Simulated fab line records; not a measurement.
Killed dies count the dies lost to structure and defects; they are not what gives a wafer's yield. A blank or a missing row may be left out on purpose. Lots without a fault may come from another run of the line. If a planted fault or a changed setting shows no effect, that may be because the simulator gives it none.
fab line records	flow nand-harc	part 1 of 2: steps 1 to 27 of 38
record: lots: 5	wafers: 15	last-day: 24
route steps=1159 shown A_STAIRCASE@708 A_SGD_CUT@747
lots with no fault: from the same line, run without faults
start-h: hours from the record's opening day to when the first of the lot's shown wafers began	wait-h: hours since the lot's step before	" identical to the entry in the row above	L1.1+2: a single row standing in for several wafers	- value missing, or start not given	* or withheld: withheld	< > ~ a bound
route shown NAME@n: names a module that has steps shown in the file, with the first one's number in the route	usual: mean/standard deviation taken from wafers without a fault	same: alike in all rows	chamber/n: place in a boat	sites: the reading at each site	_std_site: standard deviation across them	_edge_site: the outer-site mean with the inner-site mean subtracted	radius-mm: how far each site lies from the wafer's centre	mask NAME#n: copy n	behind: the tool/chamber that last shaped the wafer	hold: what put the lot on hold/how long, in hours/how the hold closed	device: names the non-switching transistor (n, p or np)	end of line: tests run on the same wafers once the route is complete	a step given without rows: its recipe and nothing more	killed: dies lost to structure and defects at the first sort, not the wafer's yield	map: the dies of a wafer, with x for killed, . for not killed, _ for no die there
set.NAME: the run value of the setting; set.NAME@STEP: its run value at that earlier step	model.NAME: the simulator's own value behind a step, which no gauge read
lots at some steps of the route; a table a step, a row a wafer
services: a tool's chamber out of use, with start hour (start-h, from the record's first day; less than 0 if before it), hours out, and reason
== steps ==
step: NHARC_A_STAIRCASE_ANNEAL_320
recipe: temp-c: 750	time-s: 1800
lot.wafer	tool	chamber	start-h	wait-h
L074.1+3+5	furnace-04	0	303.29	-
L078.1+4+6	furnace-04	0	303.29	-
L090.1+3+4	furnace-04	0	373.72	-
L094.1+2+6	furnace-04	0	390.68	-
L097.1+3+4	furnace-04	0	423.37	-
step: NHARC_A_STAIRCASE_DEP_322
recipe: target-thk-a: 38000	temp-c: 400	target-thk-nm: 3800	teos-flow-sccm: 200	rf-w: 500	material: SiO2
usual: heater-power-w: 669/120
lot.wafer	tool	chamber	start-h	wait-h	heater-power-w
L074.3	pecvd-04	1	306.69	0.1	744
L074.1	"	2	"	"	799
L074.5	"	2	"	"	630
L078.1	pecvd-03	1	306.75	0.2	678
L078.6	"	1	"	"	564
L078.4	"	2	"	"	846
L090.3	pecvd-02	2	377.15	0.1	523
L090.1	"	0	"	"	722
L090.4	"	0	"	"	695
L094.2	pecvd-04	1	394.06	0.1	858
L094.1	"	0	"	"	837
L094.6	"	1	"	"	728
L097.3	pecvd-02	0	426.76	0.1	731
L097.1	"	2	"	"	535
L097.4	"	1	"	"	568
step: NHARC_A_STAIRCASE_ANNEAL_323
recipe: temp-c: 750	time-s: 1800
lot.wafer	tool	chamber	start-h	wait-h
L074.1+3+5	furnace-04	0	310.79	-
L078.1+4+6	furnace-04	0	310.79	-
L090.1+3+4	furnace-04	0	383.66	-
L094.1+2+6	furnace-04	0	396.55	-
L097.1+3+4	furnace-04	0	430.45	-
step: NHARC_A_STAIRCASE_DEP_325
recipe: target-thk-a: 38000	temp-c: 400	target-thk-nm: 3800	teos-flow-sccm: 200	rf-w: 500	material: SiO2
usual: heater-power-w: 667/140
lot.wafer	tool	chamber	start-h	wait-h	heater-power-w
L078.1	pecvd-02	0	314.19	0.1	743
L078.4	"	0	"	"	656
L078.6	"	1	"	"	573
L074.1	pecvd-04	0	314.21	0.1	798
L074.3	"	1	"	"	805
L074.5	"	2	"	"	666
L090.3	pecvd-03	2	387.65	0.7	994
L090.1	"	0	"	"	555
L090.4	"	1	"	"	558
L094.1	pecvd-03	1	400.03	0.2	592
L094.2	"	2	"	"	1026
L094.6	"	1	"	"	570
L097.3	pecvd-03	2	433.99	0.2	1020
L097.1	"	0	"	"	590
L097.4	"	0	"	"	549
step: NHARC_A_STAIRCASE_ANNEAL_326
recipe: temp-c: 750	time-s: 1800
lot.wafer	tool	chamber	start-h	wait-h
L074.1+3+5	furnace-07	0	320.53	-
L078.1+4+6	furnace-07	0	320.53	-
L090.1+3+4	furnace-04	0	393.63	-
L094.1+2+6	furnace-07	0	405.46	-
L097.1+3+4	furnace-04	0	441.27	-
step: NHARC_A_STAIRCASE_DEHYDRATE_433
recipe: temp-c: 150	time-s: 120
usual: plate-temp-C: 149.95/0.14
lot.wafer	tool	chamber	start-h	wait-h	plate-temp-C
L078.1	litho-track-03	0	323.91	0.1	150.08
L078.4	"	0	"	"	150.25
L078.6	"	0	"	"	150.14
L074.1	litho-track-07	0	323.91	0.1	149.87
L074.3	"	0	"	"	150.10
L074.5	"	0	"	"	149.90
L090.1	litho-track-07	0	396.97	0.1	150.19
L090.3	"	0	"	"	149.80
L090.4	"	0	"	"	150.07
L094.1	litho-track-03	0	408.81	0.1	149.97
L094.2	"	0	"	"	150.01
L094.6	"	0	"	"	149.91
L097.1	litho-track-07	0	444.66	0.1	149.84
L097.3	"	0	"	"	149.77
L097.4	"	0	"	"	149.85
step: NHARC_A_STAIRCASE_HMDS_434
recipe: time-s: 30
lot.wafer	tool	chamber	start-h	wait-h
L078.1+4+6	litho-track-03	0	-	-
L074.1+3+5	litho-track-07	0	-	-
L090.1+3+4	litho-track-07	0	-	-
L094.1+2+6	litho-track-03	0	-	-
L097.1+3+4	litho-track-07	0	-	-
step: NHARC_A_STAIRCASE_COAT_435
recipe: spin-rpm: 1200
lot.wafer	tool	chamber	start-h	wait-h
L078.1+4+6	litho-track-03	0	-	-
L074.1+3+5	litho-track-07	0	-	-
L090.1+3+4	litho-track-07	0	-	-
L094.1+2+6	litho-track-03	0	-	-
L097.1+3+4	litho-track-07	0	-	-
step: NHARC_A_STAIRCASE_SOFTBAKE_436
recipe: temp-c: 135	time-s: 170
usual: plate-temp-C: 135.02/0.15
lot.wafer	tool	chamber	start-h	wait-h	plate-temp-C
L078.1	litho-track-03	0	-	-	134.79
L078.4	"	0	"	"	135.10
L078.6	"	0	"	"	134.84
L074.1	litho-track-07	0	-	-	135.23
L074.3	"	0	"	"	135.30
L074.5	"	0	"	"	134.94
L090.1	litho-track-07	0	-	-	134.71
L090.3	"	0	"	"	134.95
L090.4	"	0	"	"	134.79
L094.1	litho-track-03	0	-	-	134.99
L094.2	"	0	"	"	135.00
L094.6	"	0	"	"	135.35
L097.1	litho-track-07	0	-	-	134.96
L097.3	"	0	"	"	134.86
L097.4	"	0	"	"	135.05
step: NHARC_A_STAIRCASE_EBR_437
lot.wafer	tool	chamber	start-h	wait-h
L078.1+4+6	litho-track-03	0	-	-
L074.1+3+5	litho-track-07	0	-	-
L090.1+3+4	litho-track-07	0	-	-
L094.1+2+6	litho-track-03	0	-	-
L097.1+3+4	litho-track-07	0	-	-
step: NHARC_A_STAIRCASE_EXPOSE_438
recipe: na: 0.5	dose-mj: 28.97	mask-id: STAIR_REV
lot.wafer	tool	chamber	start-h	wait-h	mask
L078.1+4+6	krf-scanner-04	0	324.12	-	STAIR_REV#0
L074.1+3+5	krf-scanner-02	0	324.28	-	STAIR_REV#0
L090.1+3+4	krf-scanner-04	0	397.30	-	STAIR_REV#0
L094.1+2+6	krf-scanner-02	0	409.18	-	STAIR_REV#0
L097.1+3+4	krf-scanner-03	0	445.16	-	STAIR_REV#0
step: NHARC_A_STAIRCASE_PEB_439
recipe: peb-temp-c: 115	peb-time-s: 130
usual: plate-temp-C: 115.02/0.15
same: peb-time-s: 130
lot.wafer	tool	chamber	start-h	wait-h	plate-temp-C
L078.1	litho-track-07	0	324.18	0.1	114.99
L078.4	"	0	"	"	114.99
L078.6	"	0	"	"	115.19
L074.1	litho-track-07	0	324.34	0.1	115.28
L074.3	"	0	"	"	115.21
L074.5	"	0	"	"	115.39
L090.1	litho-track-02	0	397.37	0.1	115.02
L090.3	"	0	"	"	114.97
L090.4	"	0	"	"	114.99
L094.1	litho-track-02	0	409.24	0.1	114.97
L094.2	"	0	"	"	114.87
L094.6	"	0	"	"	114.83
L097.1	litho-track-03	0	445.22	0.1	115.11
L097.3	"	0	"	"	115.26
L097.4	"	0	"	"	115.16
step: NHARC_A_STAIRCASE_DEVELOP_440
recipe: time-s: 140
lot.wafer	tool	chamber	start-h	wait-h
L078.1+4+6	litho-track-07	0	-	-
L074.1+3+5	litho-track-07	0	-	-
L090.1+3+4	litho-track-02	0	-	-
L094.1+2+6	litho-track-02	0	-	-
L097.1+3+4	litho-track-03	0	-	-
step: NHARC_A_STAIRCASE_HARDBAKE_442
recipe: temp-c: 120	time-s: 140
lot.wafer	tool	chamber	start-h	wait-h
L078.1+4+6	litho-track-02	0	324.40	-
L074.1+3+5	litho-track-02	0	324.56	-
L090.1+3+4	litho-track-03	0	397.59	-
L094.1+2+6	litho-track-02	0	409.46	-
L097.1+3+4	litho-track-07	0	445.44	-
step: NHARC_A_STAIRCASE_DESCUM_443
recipe: time-s: 3	o2-flow-sccm: 200	ar-flow-sccm: 0	bias-power-w: 0	chemistry: O2
usual: chamber-pressure-mTorr: 60.00/0.057	drypump-motor-current-A: 5.5/0.39	oes-product-au: 1.001/0.01	rf-vpp-V: 57.8/1	showerhead-plenum-p-Torr: 1.93/0.1	throttle-valve-pct: 11.311/0.0096
lot.wafer	tool	chamber	start-h	wait-h	chamber-pressure-mTorr	drypump-motor-current-A	oes-product-au	rf-hours-counter-h	rf-vpp-V	showerhead-plenum-p-Torr	throttle-valve-pct
L078.4	rie-diel-06	2	324.50	-	59.91	5.6	1.001	26	57.5	2.07	11.307
L078.1	"	3	"	"	60.07	6.1	0.986	23	57.1	1.81	11.298
L078.6	"	2	"	"	59.97	5.5	1.008	-	58.5	2.07	11.298
L074.1	rie-diel-03	0	324.65	-	59.97	5.5	0.990	38	56.9	1.88	11.325
L074.3	"	2	"	"	59.95	4.7	1.000	37	57.2	1.98	11.324
L074.5	"	0	"	"	60.03	5.5	0.986	-	57.0	1.88	11.313
L090.1	rie-diel-13	0	397.68	-	60.16	5.3	0.991	35	57.9	1.97	11.314
L090.4	"	1	"	"	59.88	5.4	1.019	34	57.2	1.93	11.301
L090.3	"	2	"	"	59.95	5.5	1.011	31	56.9	1.78	11.309
L094.2	rie-diel-06	1	409.55	-	59.98	5.0	1.015	60	59.3	1.84	11.317
L094.1	"	2	"	"	60.03	5.6	1.006	62	58.2	2.06	11.320
L094.6	"	2	"	"	59.89	5.5	1.004	-	57.5	2.06	11.300
L097.4	rie-diel-13	3	445.54	-	60.07	5.8	1.003	58	57.7	2.06	11.313
L097.1	"	0	"	"	59.98	5.3	0.989	57	58.6	1.96	11.309
L097.3	"	1	"	"	60.03	5.4	1.007	56	57.3	1.92	11.308
step: NHARC_A_STAIRCASE_ETCH_444
recipe: target-depth-a: 1.02e+05	time-s: 3400	c4f8-flow-sccm: 20	o2-flow-sccm: 10	ar-flow-sccm: withheld	rf-w: 600	bias-w: 1000	chemistry: C4F8/O2
usual: chamber-pressure-mTorr: 24.999/0.024	oes-product-au: 0.929/0.016	rf-vpp-V: 808/5.8
lot.wafer	tool	chamber	start-h	wait-h	chamber-pressure-mTorr	oes-product-au	rf-hours-counter-h	rf-vpp-V
L078.4	rie-diel-06	3	324.81	0.3	25.000	0.910	24	801
L078.1	"	1	"	"	24.980	0.927	28	806
L078.6	"	2	"	"	24.974	0.929	-	815
L074.3	rie-diel-03	2	325.03	0.3	24.990	0.926	37	811
L074.1	"	0	"	"	24.940	0.909	38	804
L074.5	"	2	"	"	24.983	0.917	-	810
L090.4	rie-diel-13	0	397.81	0.1	25.006	0.911	36	811
L090.3	"	1	"	"	24.994	0.925	35	808
L090.1	"	3	"	"	25.001	0.929	37	814
L094.1	rie-diel-06	1	410.11	0.5	24.967	0.932	60	804
L094.2	"	2	"	"	25.054	0.927	62	814
L094.6	"	3	"	"	25.029	0.913	-	800
L097.3	rie-diel-13	3	445.62	0.1	24.956	0.930	58	815
L097.1	"	0	"	"	24.997	0.920	57	810
L097.4	"	2	"	"	24.991	0.919	52	800
step: NHARC_A_STAIRCASE_STRIP_446
recipe: power-w: 1500	temp-c: 250	chemistry: O2
usual: drypump-motor-current-A: 5.7/0.32	heater-power-w: 353/31
lot.wafer	tool	chamber	start-h	wait-h	drypump-motor-current-A	heater-power-w	rf-hours-counter-h
L078.1	plasma-asher-02	0	326.95	0.2	6.0	401	46
L078.4	"	0	"	"	6.0	390	-
L078.6	"	0	"	"	6.0	409	-
L074.1	plasma-asher-02	1	327.28	0.3	5.3	331	46
L074.3	"	1	"	"	5.3	325	-
L074.5	"	0	"	"	6.0	405	-
L090.1	plasma-asher-01	0	400.09	0.0	6.0	335	41
L090.3	"	0	"	"	6.0	339	-
L090.4	"	1	"	"	5.5	341	-
L094.1	plasma-asher-02	1	412.03	0.2	5.3	337	16
L094.2	"	0	"	"	6.0	413	16
L094.6	"	1	"	"	5.3	338	-
L097.1	plasma-asher-02	1	447.94	0.1	5.3	338	22
L097.4	"	0	"	"	6.0	420	-
L097.3	"	1	"	"	5.3	335	-
step: NHARC_A_STAIRCASE_STRIP_447
recipe: time-s: 900	temp-c: 130	chemistry: SPM
lot.wafer	tool	chamber	start-h	wait-h
L078.1+6+4	wet-bench-01	5,6,1	327.30	0.3
L074.5+3+1	wet-bench-06	1,3,5	327.59	0.1
L090.4+1+3	wet-bench-06	4,0,1	400.44	0.2
L094.2+6+1	wet-bench-01	2,3,5	412.38	0.3
L097.4+3+1	wet-bench-01	2,4,7	448.24	0.2
step: NHARC_A_STAIRCASE_PRECLEAN_448
recipe: time-s: *	temp-c: 50	bath-age-min: 0	chemistry: SC1
usual: h2o2-flow-mL-min: 56.58/0.17
same: bath-age-min: 0
lot.wafer	tool	chamber	start-h	wait-h	h2o2-flow-mL-min
L078.1	wet-bench-01	5	-	-	56.52
L078.6	"	6	"	"	56.78
L078.4	"	1	"	"	56.74
L074.5	wet-bench-06	1	-	-	56.42
L074.3	"	3	"	"	56.56
L074.1	"	5	"	"	56.72
L090.4	wet-bench-06	4	-	-	56.72
L090.1	"	0	"	"	56.37
L090.3	"	1	"	"	56.87
L094.2	wet-bench-01	2	-	-	56.87
L094.6	"	3	"	"	56.50
L094.1	"	5	"	"	56.59
L097.4	wet-bench-01	2	-	-	56.66
L097.3	"	4	"	"	56.58
L097.1	"	7	"	"	56.71
step: NHARC_A_STAIRCASE_SRD_449
lot.wafer	tool	chamber	start-h	wait-h
L078.1+6+4	wet-bench-01	5,6,1	-	-
L074.5+3+1	wet-bench-06	1,3,5	-	-
L090.4+1+3	wet-bench-06	4,0,1	-	-
L094.2+6+1	wet-bench-01	2,3,5	-	-
L097.4+3+1	wet-bench-01	2,4,7	-	-
step: NHARC_A_STAIRCASE_CMP_450
recipe: target-thk-nm: 200	material: SiO2
usual: motor-current-A: 12.4/1.4	retaining-ring-pressure-frac: 1.000/0.005	slurry-flow-ml-min: 149.9/0.45
lot.wafer	tool	chamber	start-h	wait-h	motor-current-A	retaining-ring-pressure-frac	slurry-flow-ml-min
L078.4	cmp-01	0	327.78	-	10.7	1.006	149.8
L078.1	"	1	"	"	12.1	1.015	149.9
L078.6	"	3	"	"	14.5	1.004	149.3
L074.1	cmp-01	0	328.04	-	10.9	0.997	148.9
L074.3	"	3	"	"	14.2	1.002	150.1
L074.5	"	1	"	"	12.2	0.993	149.5
L090.3	cmp-02	1	400.89	-	11.8	0.999	149.8
L090.4	"	2	"	"	13.1	0.998	150.2
L090.1	"	0	"	"	10.0	1.007	150.0
L094.1	cmp-03	2	412.83	-	13.4	0.999	149.4
L094.2	"	0	"	"	14.1	0.992	150.1
L094.6	"	3	"	"	12.7	1.005	149.8
L097.3	cmp-03	2	448.70	-	13.9	0.993	150.1
L097.4	"	3	"	"	12.1	1.003	149.5
L097.1	"	1	"	"	11.2	1.006	150.0
step: NHARC_A_STAIRCASE_CMP_152
usual: motor-current-A: 12.4/1.4	retaining-ring-pressure-frac: 1.001/0.0049	slurry-flow-ml-min: 150.0/0.45
lot.wafer	tool	chamber	start-h	wait-h	motor-current-A	retaining-ring-pressure-frac	slurry-flow-ml-min
L078.4	cmp-01	0	327.85	0.1	10.8	1.007	150.1
L078.1	"	1	"	"	11.6	1.004	150.5
L078.6	"	3	"	"	14.3	1.006	150.2
L074.1	cmp-01	0	328.11	0.1	10.9	0.995	149.6
L074.3	"	3	"	"	14.4	1.006	150.3
L074.5	"	1	"	"	12.3	0.996	150.5
L090.3	cmp-02	1	400.97	0.1	11.1	1.004	149.1
L090.4	"	2	"	"	13.6	1.001	150.5
L090.1	"	0	"	"	9.8	0.998	151.4
L094.1	cmp-03	2	412.90	0.1	13.1	0.992	150.1
L094.2	"	0	"	"	14.6	0.998	149.8
L094.6	"	3	"	"	11.8	1.003	149.3
L097.3	cmp-03	2	448.77	0.1	14.0	0.999	149.7
L097.4	"	3	"	"	12.3	1.001	149.9
L097.1	"	1	"	"	12.1	0.998	149.9
step: NHARC_A_STAIRCASE_SRD_154
lot.wafer	tool	chamber	start-h	wait-h
L078.4+1+6	wet-bench-06	5,7,1	328.11	0.0
L074.5+1+3	wet-bench-01	4,5,7	328.40	0.0
L090.3+1+4	wet-bench-06	5,6,7	401.27	0.1
L094.1+6+2	wet-bench-06	6,7,2	413.20	0.0
L097.3+1+4	wet-bench-01	3,4,6	449.06	0.0
step: NHARC_A_STAIRCASE_ETCH_403
recipe: target-depth-a: 1082	chemistry: dHF	material: SiO2
lot.wafer	tool	chamber	start-h	wait-h
L078.4+1+6	wet-bench-06	5,7,1	328.14	0.0
L074.5+1+3	wet-bench-01	4,5,7	328.43	0.0
L090.3+1+4	wet-bench-06	5,6,7	401.29	0.0
L094.1+6+2	wet-bench-06	6,7,2	413.22	0.0
L097.3+1+4	wet-bench-01	3,4,6	449.09	0.0
step: NHARC_A_STAIRCASE_ETCHBACK_422
recipe: target-depth-a: 400	over-etch-frac: 0.3	time-s: 74.286	ion-energy-ev: 120	ch3f-flow-sccm: 50	o2-flow-sccm: 30	ar-flow-sccm: 200	rf-w: 500	bias-w: 100	chemistry: CH3F/O2
usual: chamber-pressure-mTorr: 25.001/0.021	drypump-motor-current-A: 5.5/0.42	oes-product-au: 0.96/0.039	rf-vpp-V: 244.5/1.9	showerhead-plenum-p-Torr: 2.47/0.12	throttle-valve-pct: 20.662/0.0089
same: over-etch-frac: 0.3
lot.wafer	tool	chamber	start-h	wait-h	chamber-pressure-mTorr	drypump-motor-current-A	oes-product-au	rf-hours-counter-h	rf-vpp-V	showerhead-plenum-p-Torr	throttle-valve-pct
L078.4	rie-diel-13	1	328.30	0.2	24.981	5.4	0.92	13	244.0	2.48	20.667
L078.1	"	3	"	"	24.981	5.7	0.92	14	246.5	2.65	20.657
L078.6	"	0	"	"	24.997	5.3	0.92	-	243.7	2.53	20.665
L074.3	rie-diel-13	2	328.58	0.1	25.001	5.5	1.01	10	241.5	2.29	20.675
L074.1	"	3	"	"	25.022	5.8	1.01	14	248.4	2.65	20.672
L074.5	"	2	"	"	24.988	5.5	1.01	-	242.7	2.29	20.673
L090.3	rie-diel-13	3	401.43	0.1	24.974	5.8	1.02	39	245.5	2.64	20.679
L090.4	"	1	"	"	24.996	5.4	1.02	37	242.9	2.48	20.646
L090.1	"	2	"	"	24.983	5.5	1.00	34	241.2	2.29	20.671
L094.1	rie-diel-03	3	413.38	0.2	25.001	5.5	0.99	5	245.1	2.63	20.660
L094.2	"	1	"	"	25.017	6.3	1.02	7	245.2	2.50	20.664
L094.6	"	3	"	"	25.003	5.5	1.00	-	247.2	2.63	20.662
L097.1	rie-diel-03	0	449.23	0.1	25.014	5.5	0.94	19	243.3	2.40	20.667
L097.3	"	2	"	"	25.025	4.7	0.93	19	244.0	2.52	20.655
L097.4	"	3	"	"	24.984	5.5	0.92	18	246.0	2.63	20.670
step: NHARC_A_STAIRCASE_ETCH_423
recipe: target-depth-a: 300	chemistry: dHF	material: SiO2
lot.wafer	tool	chamber	start-h	wait-h
L078.1+6+4	wet-bench-01	6,2,3	328.45	0.1
L074.3+1+5	wet-bench-01	5,7,0	328.73	0.1
L090.4+3+1	wet-bench-06	1,2,5	401.59	0.1
L094.2+6+1	wet-bench-06	3,4,7	413.53	0.1
L097.1+3+4	wet-bench-06	0,1,4	449.41	0.2
step: NHARC_A_STAIRCASE_ETCHBACK_157
recipe: target-depth-a: 900	over-etch-frac: 0.3	time-s: 167.14	ion-energy-ev: 120	ch3f-flow-sccm: 50	o2-flow-sccm: 30	ar-flow-sccm: 200	rf-w: 500	bias-w: 100	chemistry: CH3F/O2
usual: chamber-pressure-mTorr: 24.999/0.024	drypump-motor-current-A: 5.5/0.44	oes-product-au: 0.97/0.034	rf-vpp-V: 244.7/1.8	showerhead-plenum-p-Torr: 2.49/0.12	throttle-valve-pct: 20.663/0.009
same: over-etch-frac: 0.3
lot.wafer	tool	chamber	start-h	wait-h	chamber-pressure-mTorr	drypump-motor-current-A	oes-product-au	rf-hours-counter-h	rf-vpp-V	showerhead-plenum-p-Torr	throttle-valve-pct
L078.1	rie-diel-03	3	328.65	0.2	25.008	5.5	0.92	37	247.0	2.65	20.671
L078.4	"	0	"	"	25.003	5.5	0.92	39	244.2	2.42	20.663
L078.6	"	3	"	"	24.967	5.5	0.93	-	245.5	2.64	20.661
L074.1	rie-diel-13	1	328.97	0.2	24.974	5.4	1.01	13	245.1	2.48	20.660
L074.3	"	2	"	"	24.978	5.5	1.00	10	242.2	2.29	20.657
L074.5	"	3	"	"	25.013	5.8	0.99	-	246.3	2.65	20.667
L090.4	rie-diel-06	1	401.80	0.2	25.010	5.0	0.93	57	242.3	2.37	20.659
L090.3	"	3	"	"	24.982	6.1	0.93	54	243.3	2.31	20.652
L090.1	"	0	"	"	24.963	5.7	0.93	58	241.1	2.32	20.687
L094.1	rie-diel-03	3	413.75	0.2	25.016	5.5	1.00	5	247.8	2.63	20.653
L094.2	"	0	"	"	25.018	5.5	1.00	6	243.9	2.41	20.661
L094.6	"	3	"	"	25.010	5.5	1.00	-	246.6	2.63	20.649
L097.3	rie-diel-13	1	449.60	0.2	24.988	5.4	1.01	59	244.5	2.47	20.658
L097.1	"	3	"	"	24.972	5.8	1.00	61	247.4	2.64	20.664
L097.4	"	0	"	"	25.008	5.4	1.00	60	244.2	2.51	20.666
